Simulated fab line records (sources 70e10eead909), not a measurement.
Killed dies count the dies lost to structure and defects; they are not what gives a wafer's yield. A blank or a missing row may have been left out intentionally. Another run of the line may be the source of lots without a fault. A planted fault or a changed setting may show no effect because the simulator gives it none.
Which tool did it?    flow nand_harc    8 lots, 24 wafers sampled, at 9 steps of a route of 1302

## WHAT EACH GAUGE READ, for each wafer
NHARC_A_CHANNEL_HOLE_D1_CD_MEAS_10: the cd target is 100 nm.
lot   measured      on         cd_nm (nm)
L171  day 8 17:43   cd_sem-02  99.8 99.4 99.0
L173  day 9 16:52   cd_sem-01  100.1 100.4 100.0
L174  day 10 00:44  cd_sem-01  99.4 100.0 99.2
L176  day 10 19:12  cd_sem-01  100.5 99.4 99.4
L188  day 15 22:23  cd_sem-02  110.8 100.5 100.9
L190  day 16 20:40  cd_sem-01  99.9 100.0 100.3
L191  day 17 07:57  cd_sem-03  100.0 100.3 99.8
L193  day 17 23:09  cd_sem-01  99.6 100.2 100.7

NHARC_A_CHANNEL_HOLE_D1_CD_MEAS_30.
lot   measured      on         cd_nm (nm)
L171  day 9 00:36   cd_sem-01  89.9 87.9 89.2
L173  day 10 03:08  cd_sem-02  89.6 92.3 89.2
L174  day 10 09:52  cd_sem-02  90.3 89.3 88.6
L176  day 11 03:23  cd_sem-01  90.7 90.3 88.3
L188  day 16 05:18  cd_sem-01  101.7 89.3 91.2
L190  day 17 04:52  cd_sem-01  90.7 89.2 90.5
L191  day 17 16:35  cd_sem-01  88.8 91.2 89.6
L193  day 18 06:02  cd_sem-03  88.6 89.4 88.5

NHARC_END_WLT_00.
lot   measured      on         VT_DECK1_BOTTOM    VT_DECK1_BOTTOM_INNER  VT_DECK1_MEDIAN_NEAR_BOTTOM  VT_DECK1_MEDIAN_NEAR_BOTTOM_INNER  VT_DECK1_MIDDLE    VT_DECK1_MIDDLE_INNER  VT_DECK1_TOP       VT_DECK1_TOP_INNER  VT_DECK2_BOTTOM    VT_DECK2_BOTTOM_INNER  VT_DECK2_MEDIAN_NEAR_BOTTOM  VT_DECK2_MEDIAN_NEAR_BOTTOM_INNER  VT_DECK2_MIDDLE    VT_DECK2_MIDDLE_INNER  VT_DECK2_TOP       VT_DECK2_TOP_INNER
L171  day 24 17:49  prober-02  0.861 0.858 0.862  0.868 0.851 0.863      0.866 0.851 0.857            0.861 0.866 0.865                  0.873 0.871 0.870  0.874 0.872 0.871      0.890 0.886 0.875  0.890 0.887 0.889   0.882 0.875 0.888  0.876 0.876 0.884      0.891 0.876 0.878            0.886 0.885 0.881                  0.907 0.903 0.894  0.912 0.892 0.898      0.912 0.907 0.916  0.909 0.908 0.905
L173  day 25 03:04  prober-01  0.869 0.885 0.873  0.880 0.883 0.871      0.875 0.887 0.883            0.876 0.884 0.871                  0.892 0.892 0.895  0.890 0.895 0.885      0.892 0.906 0.901  0.907 0.909 0.913   0.868 0.872 0.869  0.867 0.867 0.869      0.866 0.872 0.865            0.872 0.876 0.872                  0.883 0.880 0.891  0.890 0.885 0.882      0.901 0.894 0.902  0.890 0.897 0.895
L174  day 25 14:37  prober-02  0.881 0.880 0.881  0.874 0.874 0.868      0.885 0.881 0.876            0.880 0.874 0.870                  0.891 0.892 0.882  0.885 0.882 0.885      0.893 0.899 0.906  0.906 0.901 0.906   0.883 0.895 0.886  0.878 0.889 0.882      0.887 0.893 0.888            0.880 0.891 0.887                  0.894 0.894 0.892  0.904 0.900 0.901      0.915 0.912 0.909  0.916 0.907 0.908
L176  day 26 10:49  prober-02  0.873 0.880 0.872  0.877 0.879 0.873      0.875 0.883 0.876            0.884 0.878 0.872                  0.889 0.885 0.893  0.897 0.891 0.881      0.906 0.901 0.904  0.908 0.905 0.899   0.881 0.891 0.894  0.888 0.889 0.889      0.883 0.890 0.887            0.889 0.896 0.892                  0.894 0.898 0.902  0.896 0.896 0.901      0.904 0.919 0.912  0.913 0.916 0.907
L188  day 32 11:59  prober-01  0.900 0.878 0.877  0.904 0.868 0.874      0.909 0.869 0.880            0.900 0.879 0.872                  0.914 0.883 0.881  0.915 0.884 0.885      0.912 0.888 0.904  0.919 0.902 0.903   0.864 0.869 0.875  0.871 0.881 0.874      0.867 0.876 0.875            0.876 0.879 0.873                  0.887 0.886 0.879  0.889 0.895 0.878      0.899 0.901 0.892  0.900 0.912 0.899
L190  day 33 00:34  prober-02  0.876 0.876 0.888  0.884 0.876 0.888      0.889 0.876 0.873            0.894 0.881 0.885                  0.900 0.903 0.896  0.902 0.897 0.904      0.907 0.919 0.914  0.907 0.908 0.902   0.878 0.875 0.876  0.869 0.875 0.879      0.874 0.880 0.879            0.875 0.878 0.878                  0.894 0.885 0.889  0.885 0.890 0.887      0.901 0.903 0.899  0.900 0.910 0.900
L191  day 33 08:23  prober-01  0.876 0.883 0.874  0.877 0.876 0.877      0.871 0.884 0.874            0.871 0.882 0.867                  0.885 0.894 0.890  0.889 0.884 0.890      0.906 0.901 0.897  0.901 0.905 0.905   0.874 0.858 0.870  0.874 0.866 0.866      0.872 0.862 0.863            0.872 0.857 0.867                  0.886 0.883 0.884  0.881 0.875 0.885      0.894 0.883 0.893  0.895 0.891 0.893
L193  day 34 01:38  prober-01  0.868 0.867 0.862  0.861 0.866 0.869      0.860 0.871 0.869            0.854 0.872 0.864                  0.877 0.879 0.886  0.874 0.870 0.878      0.885 0.886 0.888  0.883 0.887 0.886   0.860 0.868 0.864  0.865 0.868 0.869      0.864 0.872 0.865            0.866 0.867 0.871                  0.880 0.884 0.884  0.878 0.881 0.878      0.892 0.886 0.901  0.902 0.890 0.891

NHARC_END_SORT_01.
lot   measured      on         killed_at_array  killed_at_other  killed_at_periphery  killed_dies  killed_open  killed_short
L188  day 32 14:59  prober-01  69 57 58         0 0 0            2 2 1                71 59 59     6 4 2        3 2 4

## TOOL THAT RAN EACH LOT (tool first, then ch and the chambers of the sampled wafers, then the start)
lot   NHARC_A_CHANNEL_HOLE_D1_PEB_08     NHARC_A_CHANNEL_HOLE_D1_ETCH_38     NHARC_A_CHANNEL_HOLE_D1_ETCH_19   NHARC_A_CHANNEL_HOLE_D1_ETCH_44     NHARC_A_CHANNEL_HOLE_D1_XSEM_31
L171  litho_track-01 ch 0, day 8 17:38   rie_diel-11 ch 0,2, day 8 17:59     har_etch-02 ch 0,1, day 8 19:05   rie_diel-11 ch 0,1, day 8 23:48     xsem-02 ch 0, day 9 00:42
L173  litho_track-01 ch 0, day 9 16:46   rie_diel-11 ch 0,1,3, day 9 17:08   har_etch-01 ch 0,1, day 9 21:38   rie_diel-01 ch 0,3, day 10 02:17    xsem-02 ch 0, day 10 03:13
L174  litho_track-01 ch 0, day 10 00:39  rie_diel-11 ch 0,1,3, day 10 01:01  har_etch-02 ch 1, day 10 04:19    rie_diel-11 ch 0,1,3, day 10 09:05  xsem-01 ch 0, day 10 09:58
L176  litho_track-01 ch 0, day 10 19:07  rie_diel-11 ch 0,1,3, day 10 19:29  har_etch-01 ch 0,1, day 10 21:52  rie_diel-11 ch 0,1,2, day 11 02:35  xsem-02 ch 0, day 11 03:29
L188  litho_track-01 ch 0, day 15 22:19  rie_diel-11 ch 0,1,3, day 15 22:40  har_etch-01 ch 0,1, day 15 23:45  rie_diel-11 ch 0,2,3, day 16 04:28  xsem-02 ch 0, day 16 05:24
L190  litho_track-06 ch 0, day 16 20:35  rie_diel-11 ch 0,2,3, day 16 20:56  har_etch-01 ch 0,1, day 16 23:23  rie_diel-11 ch 1,2, day 17 04:05    xsem-01 ch 0, day 17 04:57
L191  litho_track-06 ch 0, day 17 07:52  rie_diel-01 ch 0,2, day 17 08:13    har_etch-01 ch 0,1, day 17 11:07  rie_diel-11 ch 1,2,3, day 17 15:48  xsem-02 ch 0, day 17 16:41
L193  litho_track-04 ch 0, day 17 23:04  rie_diel-11 ch 1,2,3, day 17 23:26  har_etch-02 ch 0,1, day 18 00:31  rie_diel-11 ch 0,1, day 18 05:14    xsem-01 ch 0, day 18 06:07
- NHARC_A_CHANNEL_HOLE_D1_PEB_08: peb time 65 s.
- NHARC_A_CHANNEL_HOLE_D1_ETCH_38: etches the open film in CF4, target depth 39 nm, time 65 s.
- NHARC_A_CHANNEL_HOLE_D1_ETCH_19: etches the open film in C4F8/O2/Ar, time 34.5 s.
- NHARC_A_CHANNEL_HOLE_D1_ETCH_44: etches the open film in CF4/O2, target depth 140 nm, overetch 14 nm, time 77 s.
- NHARC_A_CHANNEL_HOLE_D1_XSEM_31

## AS READ BY THE TOOLS THEMSELVES (means over the sampled wafers that have a number; for cases with no such wafer, the mark the record gives instead)
NHARC_A_CHANNEL_HOLE_D1_PEB_08.
lot   tool            resist_line_temp_C (C)
L171  litho_track-01  23.00
L173  litho_track-01  23.12
L174  litho_track-01  22.93
L176  litho_track-01  23.01
L188  litho_track-01  22.86
L190  litho_track-06  23.16
L191  litho_track-06  23.03
L193  litho_track-04  23.07

NHARC_A_CHANNEL_HOLE_D1_ETCH_38.
lot   tool         drypump_motor_current_A (A)  oes_product_au (a.u.)  rf_vpp_V (V)  showerhead_plenum_p_Torr (Torr)  throttle_valve_pct (%)
L171  rie_diel-11  5.0                          1.012                  151.8         1.79                             13.288
L173  rie_diel-11  5.8                          1.001                  151.1         1.73                             13.285
L174  rie_diel-11  5.7                          0.994                  150.5         1.73                             13.282
L176  rie_diel-11  5.8                          0.993                  150.8         1.73                             13.287
L188  rie_diel-11  5.8                          1.007                  150.6         1.73                             13.280
L190  rie_diel-11  5.5                          1.005                  152.1         1.77                             13.288
L191  rie_diel-01  6.1                          1.001                  151.4         1.79                             13.282
L193  rie_diel-11  5.6                          1.001                  151.0         1.72                             13.287

NHARC_A_CHANNEL_HOLE_D1_ETCH_19.
lot   tool         drypump_motor_current_A (A)  showerhead_plenum_p_Torr (Torr)  throttle_valve_pct (%)
L171  har_etch-02  5.6                          3.81                             37.034
L173  har_etch-01  5.7                          3.63                             37.035
L174  har_etch-02  5.1                          3.80                             37.030
L176  har_etch-01  6.0                          3.69                             37.039
L188  har_etch-01  6.0                          3.65                             37.042
L190  har_etch-01  6.0                          3.64                             37.027
L191  har_etch-01  5.7                          3.57                             37.028
L193  har_etch-02  5.4                          3.75                             37.036

NHARC_A_CHANNEL_HOLE_D1_ETCH_44.
lot   tool         drypump_motor_current_A (A)  oes_product_au (a.u.)  rf_vpp_V (V)  showerhead_plenum_p_Torr (Torr)  throttle_valve_pct (%)
L171  rie_diel-11  5.4                          1.005                  196.1         1.29                             13.398
L173  rie_diel-01  5.5                          1.006                  197.8         1.31                             13.398
L174  rie_diel-11  5.8                          0.994                  197.3         1.31                             13.399
L176  rie_diel-11  5.2                          1.010                  197.0         1.32                             13.399
L188  rie_diel-11  5.5                          0.998                  197.7         1.33                             13.388
L190  rie_diel-11  5.0                          1.002                  197.5         1.31                             13.397
L191  rie_diel-11  5.6                          1.001                  197.1         1.30                             13.397
L193  rie_diel-11  5.4                          1.020                  197.5         1.32                             13.406

NHARC_A_CHANNEL_HOLE_D1_XSEM_31.
lot   tool     bot_cd_nm (nm)  bow_nm (nm)  tilt_deg (degrees)
L171  xsem-02  72.8            9.0          0.05
L173  xsem-02  73.7            8.5          0.09
L174  xsem-01  73.8            8.4          0.12
L176  xsem-02  75.3            8.4          0.17
L188  xsem-02  78.7            8.4          0.08
L190  xsem-01  74.8            9.0          0.05
L191  xsem-02  74.0            8.4          0.09
L193  xsem-01  73.3            9.6          0.12

## THE ANSWER, worked out from the rows above alone
Rule: what is usual is taken from the lots themselves. Put in order of their means at a reading, lots are off if they are a third of the lots or fewer, leave a main group of 4 or more, and stand apart from it by a gap of 3 or more times the standard deviation of the main group's means; of several such gaps the widest counts. Not used: any main group whose means are identical at the precision the tables above print for the reading. Also off: a lot with no number at a reading for which 4 or more lots have one. The other lots that the step has rows for count as sound. First the gauges in route order, then the tools' own readings, where a lot's mean is used as printed above. At the first step where some lot is off, the reading lying furthest off is the one used; lots without a number count as furthest.
Off at NHARC_A_CHANNEL_HOLE_D1_CD_MEAS_10 (cd_nm): L188. The main group: mean 99.9 nm, standard deviation 0.29.
A tool fits if, at a process step before that reading, it ran every lot that is off, and no sound lot after the first of them. The gauges at NHARC_A_CHANNEL_HOLE_D1_CD_MEAS_10 aren't tried: what is off there is off at NHARC_A_CHANNEL_HOLE_D1_CD_MEAS_30 too, on other tools, and a gauge's error can't cause that. One candidate fits, namely litho_track-01 at NHARC_A_CHANNEL_HOLE_D1_PEB_08. Its last sound lot is L176 (day 10 19:07), its first lot that is off L188 (day 15 22:19): a fault that began between those two fits.

## WHAT THE SIMULATOR HAD INSERTED
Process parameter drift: litho_track-01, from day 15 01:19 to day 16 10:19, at NHARC_A_CHANNEL_HOLE_D1_PEB_08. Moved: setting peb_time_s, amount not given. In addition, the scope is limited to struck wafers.
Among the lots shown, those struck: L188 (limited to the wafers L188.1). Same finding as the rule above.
